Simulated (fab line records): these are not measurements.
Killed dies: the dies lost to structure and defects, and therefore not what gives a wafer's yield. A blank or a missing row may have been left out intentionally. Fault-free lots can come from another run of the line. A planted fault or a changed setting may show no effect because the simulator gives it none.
fab line records	flow n5Finfet
record: lots: 5	wafers: 14	lastDay: 18
route steps=1938 shown BEOL_M3@942 BEOL_M4@1111
lots with no fault: from the same line, run without faults
startH: the number of hours between the record's first day and the start of the first shown wafer of the lot	waitH: time in hours since the lot's previous step	" repeats the value in the row above	L1.1+2: a row that stands for several wafers	- value missing, or start not given	* or withheld: withheld	< > ~ a bound
route shown NAME@n: names a module that has steps shown in the file, with the first one's number in the route	usual: average and standard deviation across the fault-free wafers	same: alike in all rows	chamber/n: place in a boat	sites: per-site readings	_std_site: the values' standard deviation	_edge_site: outer sites' mean less inner sites'	radiusMm: how far each site lies from the wafer's centre	mask NAME#n: copy n	behind: the tool/chamber that last shaped the wafer	hold: why the lot went on hold/how many hours it stayed there/how the hold came to an end	device: names the non-switching transistor (n, p or np)	end of line: tests of these same wafers at the route's end	a step with no rows: only its recipe	killed: count of dies lost to structure and defects at first sort (not the wafer's yield)	map: dies across one wafer; x = killed, . = not, _ = none there
set.NAME: the setting as run; set.NAME@STEP: as run at that earlier step	model.NAME: the simulator's own value behind a step, which no gauge read
lots seen at some steps along the route; tables by step, rows by wafer
services: a tool's chamber out of use, with start hour (startH, from the record's first day; less than 0 if before it), hours out, and reason
== steps ==
step: N5_BEOL_M3_PEB_09
recipe: pebTempC: 100	pebTimeS: 60	resist: CAR-EUV
step: N5_BEOL_M3_DEVELOP_10
recipe: developTimeS: 30	developer: TMAH	resist: CAR-EUV	rinseLiquid: surfactantRinse	dry: airSpin	devTempC: 23
step: N5_BEOL_M3_CD_MEAS_11
recipe: targetCdNm: 17.05	landingEnergyEv: 500	detector: seInlens	polarity: opening
usual: cdNm: 16.9/0.31
same: landingEnergyEv: 500
lot.wafer	tool	chamber	startH	waitH	cdNm
L824.1	cdSem-01	0	144.06	-	17.3
L824.3	"	0	"	"	16.7
L824.5	"	0	"	"	17.0
L829.2	cdSem-03	0	183.06	-	16.9
L829.4	"	0	"	"	16.8
L829.5	"	0	"	"	16.7
L831.2	cdSem-03	0	188.55	-	17.4
L831.5	"	0	"	"	17.2
L840.2	cdSem-03	0	245.32	-	16.9
L840.3	"	0	"	"	16.5
L840.4	"	0	"	"	17.0
L845.2	cdSem-02	0	295.60	-	16.7
L845.3	"	0	"	"	16.5
L845.6	"	0	"	"	17.0
step: N5_BEOL_M3_OVL_MEAS_12
recipe: pointsPerWafer: 522
usual: M3_OVL: -0.3/0.63
lot.wafer	tool	chamber	startH	waitH	M3_OVL[nm]
L824.1	overlay-02	0	144.09	0.0	0.0
L824.3	"	0	"	"	-0.5
L824.5	"	0	"	"	-0.2
L829.2	overlay-01	0	183.09	0.0	-0.8
L829.4	"	0	"	"	-0.7
L829.5	"	0	"	"	0.4
L831.2	overlay-01	0	188.58	0.0	-0.5
L831.5	"	0	"	"	1.1
L840.2	overlay-01	0	245.36	0.0	-0.6
L840.3	"	0	"	"	-0.2
L840.4	"	0	"	"	-1.5
L845.2	overlay-01	0	295.63	0.0	0.0
L845.3	"	0	"	"	-0.9
L845.6	"	0	"	"	0.4
step: N5_BEOL_M3_INSPECT_13
recipe: mode: adi	inspectInstrument: brightfield
usual: rawDefectCount: 390/79
lot.wafer	tool	chamber	startH	waitH	rawDefectCount
L824.1	defectInspect-01	-	144.15	0.1	394
L824.3	"	-	"	"	438
L824.5	"	-	"	"	510
L829.2	defectInspect-01	-	183.15	0.1	314
L829.4	"	-	"	"	326
L829.5	"	-	"	"	395
L831.2	defectInspect-01	-	188.64	0.0	241
L831.5	"	-	"	"	257
L840.2	defectInspect-01	-	245.41	0.0	291
L840.3	"	-	"	"	344
L840.4	"	-	"	"	345
L845.2	defectInspect-02	-	295.68	0.0	532
L845.3	"	-	"	"	529
L845.6	"	-	"	"	424
step: N5_BEOL_M3_DESCUM_16
recipe: chemistry: O2	timeS: 7	sourcePowerW: 50	biasPowerW: 20	pressureMtorr: 20	rfFrequencyHz: 2.712e+07	tempC: 40	resist: CAR-EUV	o2FlowSccm: 225
usual: biasPowerW: 20.00/0.065	drypumpMotorCurrentA: 5.7/0.45	oesProductAu: 0.77/0.087	rfVppV: 243.0/1.6	showerheadPlenumPTorr: 2.09/0.078	throttleValvePct: 20.53/0.26
lot.wafer	tool	chamber	startH	waitH	biasPowerW	drypumpMotorCurrentA	oesProductAu	rfHoursCounterH	rfVppV	showerheadPlenumPTorr	throttleValvePct
L824.1	rieDiel-02	3	144.18	0.0	19.94	5.5	0.90	36	245.7	2.25	20.38
L824.3	"	2	"	"	20.06	5.6	0.73	209	241.2	2.00	20.48
L824.5	"	0	"	"	19.96	5.3	0.88	-	243.9	2.07	20.58
L829.2	rieDiel-03	3	183.72	0.6	19.98	5.1	0.74	200	241.5	2.07	20.58
L829.4	"	2	"	"	19.94	5.3	0.70	229	243.6	2.15	20.68
L829.5	"	1	"	"	19.89	5.7	0.75	-	241.5	2.02	20.81
L831.2	rieDiel-02	0	188.67	0.0	19.97	5.2	0.85	40	242.4	2.07	20.57
L831.5	"	2	"	"	20.02	5.6	0.72	-	241.9	1.99	20.52
L840.2	rieDiel-02	2	245.44	0.0	19.99	5.6	0.71	236	239.8	1.99	20.52
L840.3	"	3	"	"	20.04	5.5	0.86	63	244.1	2.24	20.45
L840.4	"	1	"	"	19.99	6.2	0.72	208	244.2	2.06	20.25
L845.2	rieDiel-01	0	295.72	0.0	19.94	5.6	0.83	68	243.5	2.10	20.06
L845.3	"	1	"	"	20.00	6.6	0.97	1	244.7	2.23	19.85
L845.6	"	2	"	"	19.96	5.7	0.97	-	244.7	2.08	20.65
step: N5_BEOL_M3_ETCH_74
recipe: chemistry: N2/H2	target: underlayer	targetDepthA: 65	maskMaterial: CAR-EUV	timeS: 5.2	ionEnergyEv: 200	pressureMtorr: 30	sourceW: 840	biasW: 150	n2FlowSccm: 200	h2FlowSccm: 200	ends: cleared
usual: drypumpMotorCurrentA: 5.7/0.45	etchRfOnTimeS: 5.17/0.11	oesProductAu: 0.66/0.073	rfVppV: 523.5/2.8	showerheadPlenumPTorr: 2.53/0.087	throttleValvePct: 17.90/0.29
lot.wafer	tool	chamber	startH	waitH	drypumpMotorCurrentA	etchRfOnTimeS	oesProductAu	rfHoursCounterH	rfVppV	showerheadPlenumPTorr	throttleValvePct
L824.1	rieDiel-02	3	144.22	0.0	5.5	5.28	0.74	36	527.4	2.66	17.44
L824.3	"	2	"	"	5.6	5.18	0.62	209	519.9	2.41	17.84
L824.5	"	0	"	"	5.2	5.43	0.73	-	520.2	2.49	17.72
L829.2	rieDiel-03	3	183.76	0.0	5.1	5.01	0.64	200	521.4	2.53	18.14
L829.4	"	2	"	"	5.3	5.03	0.60	229	524.9	2.59	17.97
L829.5	"	1	"	"	5.7	5.07	0.64	-	519.6	2.44	18.22
L831.2	rieDiel-02	0	188.70	0.0	5.3	5.47	0.71	40	521.7	2.48	17.77
L831.5	"	2	"	"	5.6	5.19	0.60	-	518.3	2.41	17.86
L840.2	rieDiel-02	2	245.48	0.0	5.6	5.28	0.59	236	522.3	2.40	17.92
L840.3	"	3	"	"	5.5	5.26	0.72	63	528.2	2.65	17.49
L840.4	"	1	"	"	6.2	5.24	0.61	208	523.8	2.52	17.94
L845.2	rieDiel-01	0	295.75	0.0	5.5	5.20	0.71	68	523.1	2.56	17.52
L845.3	"	1	"	"	6.6	5.13	0.85	1	529.2	2.71	17.27
L845.6	"	2	"	"	5.7	5.04	0.83	-	522.3	2.47	17.75
step: N5_BEOL_M3_ETCH_63
recipe: chemistry: CF4	target: SiARC	targetDepthA: 156	maskMaterial: CAR-EUV	timeS: 26	ionEnergyEv: 80	pressureMtorr: 40	sourceW: 545	biasW: 36	Ar_flow_sccm: 100	cf4FlowSccm: 100	ends: cleared
usual: drypumpMotorCurrentA: 5.7/0.45	etchRfOnTimeS: 25.8/0.65	oesProductAu: 0.66/0.073	rfVppV: 184.0/1.1	showerheadPlenumPTorr: 2.13/0.075	throttleValvePct: 15.67/0.25
lot.wafer	tool	chamber	startH	waitH	drypumpMotorCurrentA	etchRfOnTimeS	oesProductAu	rfHoursCounterH	rfVppV	showerheadPlenumPTorr	throttleValvePct
L824.1	rieDiel-02	3	144.23	0.0	5.5	26.2	0.76	36	184.1	2.26	15.24
L824.3	"	2	"	"	5.6	25.7	0.62	209	184.9	2.04	15.65
L824.5	"	0	"	"	5.3	27.0	0.73	-	182.4	2.11	15.48
L829.2	rieDiel-03	3	183.77	0.0	5.0	24.9	0.63	200	183.8	2.11	15.79
L829.4	"	2	"	"	5.3	25.4	0.60	229	185.8	2.20	15.89
L829.5	"	1	"	"	5.7	25.3	0.64	-	183.4	2.04	15.78
L831.2	rieDiel-02	0	188.72	0.0	5.2	27.5	0.71	40	183.0	2.11	15.50
L831.5	"	2	"	"	5.6	26.1	0.61	-	182.0	2.03	15.67
L840.2	rieDiel-02	2	245.49	0.0	5.6	26.0	0.60	236	182.2	2.03	15.70
L840.3	"	3	"	"	5.5	26.6	0.72	63	186.3	2.25	15.31
L840.4	"	1	"	"	6.2	25.9	0.62	209	183.8	2.12	15.60
L845.2	rieDiel-01	0	295.77	0.0	5.6	26.0	0.71	68	184.9	2.16	15.41
L845.3	"	1	"	"	6.6	24.8	0.87	1	185.4	2.30	15.08
L845.6	"	2	"	"	5.7	25.6	0.82	-	183.7	2.10	15.63
step: N5_BEOL_M3_ETCH_64
recipe: chemistry: N2/H2	target: SOC	targetDepthA: 750	overetchA: 150	maskMaterial: SiARC	tempC: 40	timeS: 112.5	ionEnergyEv: 200	pressureMtorr: 30	sourceW: 840	biasW: 150	n2FlowSccm: 200	h2FlowSccm: 200
usual: drypumpMotorCurrentA: 5.7/0.45	oesProductAu: 0.61/0.068	rfVppV: 523.6/2.7	showerheadPlenumPTorr: 2.53/0.087	throttleValvePct: 17.86/0.29
lot.wafer	tool	chamber	startH	waitH	drypumpMotorCurrentA	oesProductAu	rfHoursCounterH	rfVppV	showerheadPlenumPTorr	throttleValvePct
L824.1	rieDiel-02	3	144.26	0.0	5.5	0.71	36	528.4	2.66	17.39
L824.3	"	2	"	"	5.6	0.58	209	520.7	2.41	17.80
L824.5	"	0	"	"	5.2	0.69	-	522.7	2.49	17.68
L829.2	rieDiel-03	3	183.80	0.0	5.1	0.57	200	521.8	2.53	18.07
L829.4	"	2	"	"	5.3	0.56	229	526.2	2.59	17.95
L829.5	"	1	"	"	5.7	0.59	-	521.0	2.44	18.17
L831.2	rieDiel-02	0	188.75	0.0	5.3	0.67	40	521.7	2.48	17.71
L831.5	"	2	"	"	5.6	0.57	-	520.1	2.41	17.82
L840.2	rieDiel-02	2	245.52	0.0	5.6	0.56	236	520.7	2.40	17.84
L840.3	"	3	"	"	5.5	0.67	63	528.9	2.65	17.45
L840.4	"	1	"	"	6.2	0.57	209	523.8	2.52	17.88
L845.2	rieDiel-01	0	295.80	0.0	5.6	0.65	68	524.4	2.56	17.49
L845.3	"	1	"	"	6.6	0.78	1	528.6	2.71	17.22
L845.6	"	2	"	"	5.7	0.75	-	522.9	2.47	17.71
step: N5_BEOL_M3_STRIP_65
recipe: chemistry: N2/H2	tempC: 40	n2FlowSccm: 200	h2FlowSccm: 200	rfFrequencyHz: 6e+07
step: N5_BEOL_M3_STRIP_75
recipe: chemistry: N2/H2	tempC: 40	n2FlowSccm: 200	h2FlowSccm: 200	rfFrequencyHz: 6e+07
step: N5_BEOL_M3_STRIP_66
recipe: chemistry: CF4	resist: SiARC	powerW: 300	biasPowerW: 75	pressureMtorr: 50	cf4FlowSccm: 150	rfFrequencyHz: 6e+07
usual: biasPowerW: 75.02/0.23	drypumpMotorCurrentA: 5.7/0.45	oesProductAu: 0.76/0.086	rfVppV: 271.1/1.6	showerheadPlenumPTorr: 1.79/0.054	throttleValvePct: 13.64/0.27
lot.wafer	tool	chamber	startH	waitH	biasPowerW	drypumpMotorCurrentA	oesProductAu	rfHoursCounterH	rfVppV	showerheadPlenumPTorr	throttleValvePct
L824.1	rieDiel-02	3	144.39	0.0	74.83	5.6	0.89	36	272.1	1.87	13.14
L824.3	"	2	"	"	75.20	5.6	0.72	209	268.6	1.72	13.72
L824.5	"	0	"	"	74.97	5.2	0.86	-	271.7	1.78	13.43
L829.2	rieDiel-03	3	183.93	0.0	75.19	5.1	0.72	200	270.4	1.79	13.85
L829.4	"	2	"	"	74.87	5.3	0.69	229	273.0	1.84	13.84
L829.5	"	1	"	"	75.21	5.7	0.73	-	270.8	1.71	13.78
L831.2	rieDiel-02	0	188.88	0.0	75.18	5.3	0.84	40	272.1	1.77	13.47
L831.5	"	2	"	"	74.35	5.6	0.71	-	267.0	1.72	13.74
L840.2	rieDiel-02	2	245.65	0.0	75.07	5.6	0.70	236	268.0	1.71	13.76
L840.3	"	3	"	"	74.83	5.5	0.85	63	271.9	1.86	13.18
L840.4	"	1	"	"	74.83	6.2	0.72	209	269.1	1.76	13.53
L845.2	rieDiel-01	0	295.93	0.0	75.03	5.6	0.82	68	273.2	1.81	13.39
L845.3	"	1	"	"	75.31	6.6	0.96	1	273.7	1.93	13.02
L845.6	"	2	"	"	75.15	5.7	0.95	-	270.1	1.77	13.55
step: N5_BEOL_M3_HM_OPEN_17
recipe: chemistry: Cl2/BCl3	targetDepthA: 200	overetchA: 60	target: TiN	maskMaterial: SOC	ionEnergyEv: 150	pressureMtorr: 10	icpW: 1000	biasW: 126	Cl2_flow_sccm: 53.25	bcl3FlowSccm: 21.75	Ar_flow_sccm: 25
usual: drypumpMotorCurrentA: 5.49/0.18	oesProductAu: 0.64/0.091	throttleValvePct: 22.24/0.19
lot.wafer	tool	chamber	startH	waitH	drypumpMotorCurrentA	oesProductAu	rfHoursCounterH	throttleValvePct	model.SOC_of_BEOL_M3_COAT_61.thkNm
L824.1	rieMetal-01	1	144.43	0.0	5.56	0.77	10	21.90	52.4
L824.3	"	0	"	"	5.86	0.65	-	22.05	52.2
L824.5	"	1	"	"	5.60	0.76	-	21.93	52.6
L829.2	rieMetal-02	1	183.97	0.0	5.30	0.73	18	22.33	51.8
L829.4	"	1	"	"	5.33	0.74	-	22.30	51.8
L829.5	"	1	"	"	5.35	0.74	-	22.31	52
L831.2	rieMetal-02	1	188.92	0.0	5.28	0.73	19	22.32	49
L831.5	"	0	"	"	5.50	0.50	-	22.23	52.4
L840.2	rieMetal-03	1	245.72	0.1	5.48	0.55	-	22.50	51.8
L840.3	"	1	"	"	5.48	0.56	-	22.47	51.6
L840.4	"	1	"	"	5.50	0.55	-	22.50	51.8
L845.2	rieMetal-03	0	295.97	0.0	5.20	0.66	41	22.11	52.2
L845.3	"	1	"	"	5.51	0.54	-	22.49	51.8
L845.6	"	1	"	"	5.50	0.55	-	22.49	51.6
step: N5_BEOL_M3_STRIP_19
recipe: chemistry: O2	powerW: 400	tempC: 40	pressureMtorr: 30	rfFrequencyHz: 6e+07	biasPowerW: 0	overashFraction: 0.2	o2FlowSccm: 225
step: N5_BEOL_M4_RC_MEAS_101
usual: DIBL_N: 36.0/2.5	DIBL_P: 36.7/3	IOFF_N: 0.16/0.043	IOFF_P: 0.21/0.049	ION_N: 673/15	ION_P: 461/9.8	SS_N: 71.5/0.83	SS_P: 73.4/0.83	VT_N: 250/4	VT_P: -251/4
lot.wafer	tool	chamber	startH	waitH	DIBL_N[mV/V]	DIBL_P[mV/V]	IOFF_N[nA/um]	IOFF_P[nA/um]	ION_N[uA/um]	ION_P[uA/um]	SS_N[mV/dec]	SS_P[mV/dec]	VT_N[mV]	VT_P[mV]
L824.1	prober-02	0	160.65	0.0	33.3	31.5	0.10	0.14	646	447	70.4	72.7	257	-257
L824.3	"	0	"	"	34.0	31.9	0.10	0.14	639	446	70.9	72.6	256	-259
L824.5	"	0	"	"	38.0	37.0	0.18	0.20	681	458	72.0	74.1	248	-254
L829.2	prober-01	0	200.08	0.2	33.9	35.4	0.13	0.19	667	466	71.1	73.3	251	-250
L829.4	"	0	"	"	35.2	36.0	0.14	0.19	657	449	70.9	73.2	252	-251
L829.5	"	0	"	"	36.3	38.9	0.17	0.27	671	465	70.7	74.9	247	-247
L831.2	prober-01	0	216.20	0.2	36.9	38.8	0.17	0.24	667	459	71.8	74.4	250	-251
L831.5	"	0	"	"	39.3	41.0	0.22	0.28	674	459	72.5	74.8	250	-251
L840.2	prober-02	0	277.09	0.2	37.5	39.2	0.18	0.28	686	480	72.4	73.2	245	-245
L840.3	"	0	"	"	39.4	40.0	0.22	0.28	699	472	72.1	73.7	247	-247
L840.4	"	0	"	"	36.6	37.6	0.17	0.24	687	474	70.8	73.1	249	-248
L845.2	prober-01	0	320.03	0.2	37.2	38.7	0.19	0.22	670	452	71.5	73.9	247	-249
L845.3	"	0	"	"	37.1	39.0	0.17	0.23	663	457	71.8	73.9	249	-250
L845.6	"	0	"	"	36.9	38.0	0.17	0.22	688	467	71.7	73.6	249	-250
== services ==
tool	chamber	startH	hours	kind
rieMetal-01	0	133.41	1.5	repair
rieMetal-02	0	204.74	-	clean
rieDiel-02	-	204.96	14.6	pm
rieMetal-02	1	209.25	8.3	repair
rieDiel-01	3	218.89	5.0	repair
rieDiel-02	0	225.17	5.2	repair
rieMetal-02	-	233.44	1.1	repair
rieDiel-01	2	237.75	12.4	repair
rieMetal-03	0	240.05	54.4	repair
rieDiel-03	2	244.14	-	clean
rieDiel-03	2	244.14	-	consumableReplace:focusRing
rieDiel-03	2	244.14	16.8	scheduledDown
rieDiel-03	2	244.14	16.8	ventCycle
rieDiel-01	2	250.55	-	clean
rieDiel-01	2	250.55	-	consumableReplace:focusRing
rieDiel-01	2	250.55	18.5	scheduledDown
rieDiel-01	2	250.55	18.5	ventCycle
rieDiel-01	1	269.04	-	clean
rieDiel-01	1	269.04	-	consumableReplace:focusRing
rieDiel-01	1	269.04	-	consumableReplace:showerhead
rieDiel-01	1	269.04	21.5	scheduledDown
rieDiel-01	1	269.04	21.5	ventCycle
rieDiel-03	0	270.19	-	clean
rieDiel-03	0	270.19	-	consumableReplace:focusRing
== key ==
firstSign none at tools or gauges
modelEffect: step: N5_BEOL_M3_HM_OPEN_17	value: SOC_of_BEOL_M3_COAT_61.thkNm	without: 51.8	struck: 49
metAt N5_BEOL_M3_HM_OPEN_17
struckWafers L831.2
onsetBetween 183.97 188.92
fault: kind: processParameterDrift	tool: rieMetal-02	chamber: -	onsetH: 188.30	steps: N5_BEOL_M3_HM_OPEN_17	channel: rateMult	offset: 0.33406	shape: step	endH: 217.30	scope: struckWafersOnly
